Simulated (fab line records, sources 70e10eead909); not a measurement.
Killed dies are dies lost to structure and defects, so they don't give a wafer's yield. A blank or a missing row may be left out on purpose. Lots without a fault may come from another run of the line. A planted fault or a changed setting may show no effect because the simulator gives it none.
Chamber matching | flow nand_harc | NHARC_A_M0_PRE_CLEAN_31 on pecvd-01: 3 sister chambers
The step time 12 s. 3 wafers are shown with their chamber, then 8 later ones without.

WAFERS WITH THEIR CHAMBER
wafer  | chamber | heater_power_outer_w (W)
L082.1 | 0       | 371
L085.3 | 1       | 321
L086.3 | 2       | 383

WAFERS WITHOUT THEIR CHAMBER
wafer  | heater_power_outer_w (W)
L086.4 | 295
L086.6 | 285
L094.1 | 284
L094.3 | 286
L094.5 | 373
L096.1 | 314
L096.3 | 324
L096.5 | 311

WHICH CHAMBER EACH WENT THROUGH
wafer  | from the rows above     | in truth
L086.4 | 1                       | 1
L086.6 | 1                       | 1
L094.1 | 1                       | 1
L094.3 | 1                       | 1
L094.5 | can't be placed: 0 or 2 | 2
L096.1 | 1                       | 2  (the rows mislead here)
L096.3 | can't be placed: 1 or 0 | 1
L096.5 | 1                       | 1
Placed correctly: 5 of 8. Can't be placed from these rows: 2 (the true chamber is among the candidates in 2). Placed wrongly: 1.
How it was worked out, from the rows above alone: a wafer's distance from a chamber is the root of the sum, over the readings, of the square of ((its reading less the chamber's mean) divided by the reading's scatter). The wafer belongs to the nearest chamber; if the next one is less than 2 further off, it can't be placed. A chamber's mean is the mean of its shown wafers. The scatter: with one shown wafer a chamber, the root of the mean of the squares of how far each hidden wafer lies from its nearest shown one.
